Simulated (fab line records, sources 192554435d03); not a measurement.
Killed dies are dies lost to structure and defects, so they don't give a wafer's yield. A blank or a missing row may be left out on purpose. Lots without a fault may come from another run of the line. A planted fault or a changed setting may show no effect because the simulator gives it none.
fab line records | flow n5_finfet | part 2 of 2: steps 5 to 6 of 6
record lots=24 wafers=72 last_day=17
route steps=1938 shown ZERO_LAYER@15 WELL_APT@28 PMOS_HMC_CHANNEL_EPI@67 FIN_SAQP@121
lots that met no fault: from a run of the same line without faults
start_h: hours from the record's first day to the start of the lot's first wafer shown | wait_h: hours since the lot's step before | " the same as in the row above | L1.1+2: a row that stands for several wafers | - no value, or no start given | * or withheld: withheld | < > ~ a bound
route shown NAME@n: a module of which the file shows steps, and the number in the route of the first | usual: mean/standard deviation of fault-free wafers | same: alike in all rows | chamber/n: place in a boat | sites: the reading at each site | _std_site: their standard deviation | _edge_site: outer sites' mean less inner sites' | radius_mm: how far each site lies from the wafer's centre | mask NAME#n: copy n | behind: the tool/chamber that last shaped the wafer | hold: why the lot was held/for how many hours/how that ended | device: the transistor (n, p or np) that didn't switch | end of line: the same wafers' tests at the end of the route | a step without rows: its recipe alone | killed: dies lost to structure and defects at the first sort, not the wafer's yield | map: a wafer's dies, x killed, . not, _ none there
set.NAME: the setting as run; set.NAME@STEP: as run at that earlier step | model.NAME: the simulator's own value behind a step, which no gauge read
steps of the route over a sample of lots; a table a step, a row a wafer
services: from which hour (start_h, from the record's first day; less than 0 if before it) a tool's chamber was out of use, for how many hours, and why
## steps
# step N5_PMOS_HMC_CHANNEL_EPI_STRIP_33
# recipe chemistry=N2/H2 power_w=500 temp_c=40 pressure_mtorr=50 rf_frequency_hz=6e+07 overash_fraction=0.3 bias_power_w=8 h2_frac=0.5 n2_flow_sccm=300 h2_flow_sccm=300
# usual drypump_motor_current_A=5.94/0.27 oes_product_au=0.79/0.089 rf_vpp_V=54.2/1.7 showerhead_plenum_p_Torr=3.40/0.096 throttle_valve_pct=18.7/0.36
# columns lot.wafer tool chamber start_h wait_h drypump_motor_current_A oes_product_au rf_hours_counter_h rf_vpp_V showerhead_plenum_p_Torr throttle_valve_pct
L074.3 rie_diel-06 1 18.21 0.0 6.49 0.97 7 56.7 3.41 18.4
L074.4 " 1 " " 6.48 0.98 - 56.7 3.41 18.4
L074.5 " 2 " " 6.06 0.75 - 54.6 3.31 18.1
L075.2 rie_diel-06 0 23.92 0.0 5.81 0.75 127 56.1 3.55 19.0
L075.4 " 3 " " 5.78 0.75 168 53.5 3.35 18.9
L075.6 " 2 " " 6.05 0.75 - 53.2 3.31 18.1
L076.2 rie_diel-03 3 29.89 0.0 5.85 0.74 181 52.2 3.49 18.7
L076.5 " 3 " " 5.87 0.73 - 55.1 3.49 18.7
L076.6 " 2 " " 6.04 0.86 - 54.2 3.43 19.0
L077.1 rie_diel-06 3 35.28 0.0 5.78 0.74 172 53.8 3.34 18.9
L077.2 " 1 " " 6.52 0.97 12 55.8 3.40 18.4
L077.5 " 3 " " 5.79 0.75 - 51.1 3.34 18.9
L078.1 rie_diel-06 0 41.35 0.0 5.84 0.74 133 55.5 3.55 19.0
L078.2 " 2 " " 6.04 0.73 161 52.7 3.31 18.1
L078.6 " 1 " " 6.52 0.95 - 55.3 3.40 18.5
L079.1 rie_diel-02 1 47.28 0.0 5.98 0.90 18 53.0 3.56 18.2
L079.4 " 0 " " 5.50 0.71 - 51.9 3.30 18.9
L079.5 " 1 " " 6.00 0.91 - 54.5 3.56 18.2
L080.1 rie_diel-03 1 53.51 0.0 5.49 0.72 169 56.2 3.34 19.0
L080.3 " 0 " " 5.74 0.79 129 52.4 3.22 18.7
L080.5 " 3 " " 5.83 0.71 - 54.6 3.48 18.7
L081.2 rie_diel-06 1 59.64 0.0 6.51 0.93 19 54.8 3.40 18.5
L081.4 " 0 " " 5.76 0.73 - 54.9 3.55 19.0
L081.6 " 3 " " 5.79 0.72 - 53.3 3.34 18.9
L082.1 rie_diel-06 0 66.70 0.0 5.80 0.74 142 52.8 3.54 19.0
L082.2 " 3 " " 5.81 0.72 183 53.7 3.34 18.9
L082.6 " 0 " " 5.81 0.74 - 54.5 3.54 19.0
L083.3 rie_diel-06 0 72.37 0.0 5.81 0.75 144 55.6 3.54 19.0
L083.5 " 0 " " 5.78 0.75 - 56.7 3.54 19.0
L083.6 " 3 " " 5.83 0.71 - 52.5 3.34 18.9
L084.2 rie_diel-02 0 77.84 0.0 5.53 0.70 245 52.2 3.29 18.9
L084.3 " 2 " " 5.97 0.77 129 54.5 3.38 19.0
L084.6 " 1 " " 5.96 0.90 - 53.0 3.55 18.2
L085.1 rie_diel-03 0 83.29 0.0 5.73 0.78 138 53.9 3.22 18.6
L085.3 " 3 " " 5.87 0.71 196 51.1 3.48 18.8
L085.6 " 2 " " 6.04 0.84 - 55.4 3.42 19.0
L086.1 rie_diel-06 2 89.94 0.0 6.03 0.73 173 56.9 3.30 18.1
L086.2 " 3 " " 5.80 0.71 190 56.4 3.34 18.9
L086.5 " 1 " " 6.49 0.92 - 54.8 3.40 18.5
L087.1 rie_diel-02 2 96.21 0.0 5.97 0.75 135 57.8 3.37 19.0
L087.4 " 1 " " 5.99 0.89 - 54.1 3.55 18.2
L087.6 " 3 " " 6.14 0.68 - 54.3 3.34 19.4
L088.1 rie_diel-06 1 101.50 0.0 6.53 0.89 32 57.3 3.39 18.5
L088.3 " 0 " " 5.80 0.74 151 52.2 3.54 19.0
L088.6 " 1 " " 6.52 0.91 - 54.8 3.39 18.5
L089.2 rie_diel-06 3 108.75 0.0 5.81 0.72 195 50.9 3.33 18.9
L089.5 " 3 " " 5.80 0.72 - 54.6 3.33 18.9
L089.6 " 2 " " 6.03 0.72 - 53.8 3.30 18.1
L090.2 rie_diel-03 3 113.30 0.0 5.82 0.71 205 53.8 3.47 18.8
L090.5 " 2 " " 6.06 0.81 - 53.0 3.42 19.1
L090.6 " 3 " " 5.84 0.72 - 54.6 3.47 18.8
L091.4 rie_diel-02 3 121.28 0.0 6.15 0.68 - 54.7 3.33 19.5
L091.5 " 2 " " 6.00 0.76 - 54.7 3.37 19.0
L091.6 " 1 " " 5.98 0.87 - 53.6 3.54 18.2
L092.2 rie_diel-02 1 127.82 0.0 5.99 0.86 44 55.0 3.54 18.3
L092.3 " 2 " " 5.95 0.77 147 52.2 3.37 19.0
L092.5 " 2 " " 5.96 0.76 - 55.9 3.37 19.0
L093.3 rie_diel-02 2 133.23 0.0 5.97 0.77 149 52.9 3.37 19.0
L093.5 " 1 " " 5.99 0.85 - 56.4 3.54 18.3
L093.6 " 2 " " 6.00 0.77 - 56.5 3.37 19.0
L094.1 rie_diel-02 1 137.79 0.0 5.97 0.85 48 53.6 3.54 18.2
L094.3 " 0 " " 5.54 0.98 2 56.4 3.29 18.7
L094.5 " 1 " " 6.00 0.86 - 55.5 3.54 18.2
L095.3 rie_diel-02 2 143.19 0.0 5.97 0.76 153 57.5 3.36 19.0
L095.4 " 0 " " 5.50 0.97 - 56.5 3.29 18.7
L095.5 " 2 " " 5.92 0.76 - 53.9 3.36 19.0
L096.3 rie_diel-03 3 150.12 0.0 5.83 0.70 215 51.9 3.46 18.7
L096.5 " 1 " " 5.54 0.71 - 54.8 3.33 19.1
L096.6 " 2 " " 6.07 0.83 - 56.2 3.41 19.0
L097.1 rie_diel-03 3 155.72 0.0 5.82 0.70 217 55.4 3.47 18.8
L097.2 " 0 " " 5.74 0.76 159 51.1 3.21 18.7
L097.6 " 2 " " 6.06 0.81 - 51.9 3.41 19.1
# step N5_FIN_SAQP_STRIP_55
# recipe chemistry=N2/H2 power_w=500 temp_c=40 pressure_mtorr=50 rf_frequency_hz=6e+07 overash_fraction=0.3 bias_power_w=28 h2_frac=0.5 n2_flow_sccm=300 h2_flow_sccm=300
# usual drypump_motor_current_A=5.4/0.56 oes_product_au=0.73/0.052 rf_vpp_V=121.6/1.6 showerhead_plenum_p_Torr=3.32/0.087 throttle_valve_pct=18.9/0.32
# columns lot.wafer tool chamber start_h wait_h drypump_motor_current_A oes_product_au rf_hours_counter_h rf_vpp_V showerhead_plenum_p_Torr throttle_valve_pct
L074.3 rie_diel-04 0 23.01 0.1 5.4 0.72 192 120.0 3.34 19.5
L074.4 " 1 " " 5.3 0.72 200 121.2 3.20 19.3
L074.5 " 2 " " 5.3 0.75 - 120.8 3.27 18.8
L075.2 rie_diel-05 3 28.59 0.2 4.9 0.78 132 119.5 3.24 18.7
L075.4 " 1 " " 6.4 0.79 118 120.4 3.27 19.0
L075.6 " 3 " " 4.9 0.78 - 119.0 3.24 18.7
L076.2 rie_diel-01 1 34.75 0.3 4.7 0.76 151 121.3 3.49 18.8
L076.5 " 2 " " 6.3 0.72 - 120.4 3.34 19.1
L076.6 " 3 " " 4.9 0.70 - 120.9 3.34 18.6
L077.1 rie_diel-01 0 40.86 0.2 4.9 0.70 222 123.8 3.29 18.7
L077.2 " 2 " " 6.3 0.73 201 120.8 3.34 19.0
L077.5 " 2 " " 6.3 0.72 - 121.8 3.34 19.0
L078.1 rie_diel-05 0 46.26 0.1 6.0 0.66 225 122.0 3.33 18.7
L078.2 " 2 " " 5.2 0.91 19 118.8 3.41 18.1
L078.6 " 1 " " 6.4 0.79 - 121.0 3.27 19.0
L079.1 rie_diel-04 0 51.81 0.1 5.4 0.71 203 122.9 3.33 19.4
L079.4 " 1 " " 5.3 0.70 210 119.7 3.19 19.3
L079.5 " 1 " " 5.3 0.70 - 119.7 3.19 19.3
L080.1 rie_diel-01 0 57.95 0.1 4.9 0.69 228 118.6 3.28 18.7
L080.3 " 1 " " 4.7 0.75 158 123.1 3.48 18.9
L080.5 " 3 " " 4.8 0.71 - 122.4 3.34 18.6
L081.2 rie_diel-05 2 64.36 0.1 5.2 0.90 26 126.1 3.41 18.2
L081.4 " 3 " " 4.9 0.76 144 122.4 3.23 18.7
L081.6 " 1 " " 6.5 0.78 - 122.6 3.27 19.0
L082.1 rie_diel-01 2 71.58 0.1 6.3 0.70 211 122.3 3.34 19.1
L082.2 " 1 " " 4.7 0.76 163 121.2 3.48 18.9
L082.6 " 1 " " 4.7 0.76 - 121.0 3.48 18.9
L083.3 rie_diel-04 3 77.16 0.3 4.9 0.73 161 123.6 3.47 19.0
L083.5 " 2 " " 5.3 0.73 - 122.7 3.26 18.8
L083.6 " 1 " " 5.3 0.70 - 122.9 3.19 19.3
L084.2 rie_diel-05 1 82.11 0.1 6.5 0.77 133 118.4 3.27 19.0
L084.3 " 3 " " 4.9 0.77 150 120.4 3.23 18.7
L084.6 " 0 " " 5.9 0.66 - 122.8 3.33 18.7
L085.1 rie_diel-05 2 88.25 0.1 5.2 0.89 33 121.7 3.40 18.2
L085.3 " 0 " " 6.0 0.65 239 120.7 3.33 18.7
L085.6 " 0 " " 5.9 0.66 - 121.9 3.33 18.7
L086.1 rie_diel-04 2 94.96 0.1 5.3 0.73 159 121.1 3.25 18.8
L086.2 " 0 " " 5.5 0.69 219 124.8 3.33 19.5
L086.5 " 3 " " 4.9 0.71 - 122.1 3.46 19.1
L087.1 rie_diel-04 2 101.45 0.1 5.3 0.73 161 122.2 3.25 18.8
L087.4 " 0 " " 5.5 0.70 221 119.6 3.33 19.5
L087.6 " 2 " " 5.3 0.74 - 120.2 3.25 18.8
L088.1 rie_diel-04 2 106.28 0.1 5.3 0.72 163 120.8 3.25 18.8
L088.3 " 0 " " 5.5 0.69 223 122.7 3.32 19.5
L088.6 " 2 " " 5.3 0.73 - 119.9 3.25 18.9
L089.2 rie_diel-01 1 114.10 0.1 4.7 0.73 176 122.5 3.47 18.9
L089.5 " 3 " " 4.9 0.69 - 123.3 3.33 18.7
L089.6 " 2 " " 6.3 0.70 - 121.4 3.33 19.1
L090.2 rie_diel-04 1 118.91 0.3 5.3 0.68 234 121.7 3.18 19.3
L090.5 " 0 " " 5.5 0.69 - 120.5 3.32 19.5
L090.6 " 3 " " 4.9 0.71 - 121.9 3.46 19.1
L091.4 rie_diel-05 1 127.40 0.4 6.4 0.76 - 121.8 3.26 19.1
L091.5 " 3 " " 4.9 0.75 - 120.2 3.22 18.8
L091.6 " 2 " " 5.2 0.87 - 122.8 3.40 18.2
L092.2 rie_diel-05 2 132.65 0.1 5.2 0.86 50 121.9 3.40 18.2
L092.3 " 3 " " 4.9 0.76 171 118.4 3.22 18.8
L092.5 " 3 " " 4.9 0.75 - 121.5 3.22 18.8
L093.3 rie_diel-01 0 137.67 0.1 4.9 0.67 249 122.1 3.27 18.8
L093.5 " 2 " " 6.3 0.69 - 122.2 3.33 19.1
L093.6 " 3 " " 4.9 0.68 - 119.9 3.33 18.7
L094.1 rie_diel-04 2 142.84 0.1 5.3 0.72 177 120.0 3.24 18.9
L094.3 " 3 " " 4.9 0.71 186 122.3 3.45 19.1
L094.5 " 2 " " 5.3 0.72 - 122.0 3.24 18.9
L095.3 rie_diel-01 2 148.25 0.1 6.3 0.71 230 124.1 3.33 19.1
L095.4 " 3 " " 4.9 0.69 - 122.1 3.33 18.7
L095.5 " 1 " " 4.7 0.74 - 123.1 3.47 18.9
L096.3 rie_diel-04 2 155.23 0.2 5.3 0.73 182 121.5 3.24 18.8
L096.5 " 0 " " 5.5 0.68 - 121.8 3.31 19.5
L096.6 " 2 " " 5.3 0.73 - 119.9 3.24 18.9
L097.1 rie_diel-04 2 160.29 0.1 5.3 0.71 185 121.0 3.24 18.9
L097.2 " 1 " " 5.3 0.67 248 120.8 3.17 19.4
L097.6 " 2 " " 5.3 0.72 - 122.5 3.24 18.9
## services
# columns tool chamber start_h hours kind
rie_si-04 - -0.08 0.4 repair
rie_diel-05 2 8.48 9.6 repair
rie_diel-01 - 10.68 2.8 pm
rie_diel-06 3 11.08 7.0 repair
rie_diel-05 0 12.06 4.0 repair
rie_diel-05 1 39.10 2.4 repair
rie_diel-02 3 44.06 5.9 repair
rie_diel-03 0 47.69 2.1 repair
rie_diel-06 2 58.47 8.6 repair
rie_si-03 0 66.87 4.5 repair
rie_diel-05 - 71.46 0.8 repair
rie_si-01 - 82.68 14.6 pm
rie_diel-02 0 84.26 23.0 repair
rie_diel-01 - 102.19 4.3 pm
rie_diel-01 2 107.31 5.2 repair
rie_si-03 2 112.81 2.1 repair
rie_diel-02 0 119.54 - clean
rie_diel-02 0 119.54 - consumable_replace:focus_ring
rie_diel-02 0 119.54 13.2 scheduled_down
rie_diel-02 0 119.54 13.2 vent_cycle
rie_diel-05 2 120.99 4.6 repair
rie_diel-02 3 133.06 - clean
rie_diel-02 3 133.06 - consumable_replace:focus_ring
rie_diel-04 1 152.74 6.5 repair
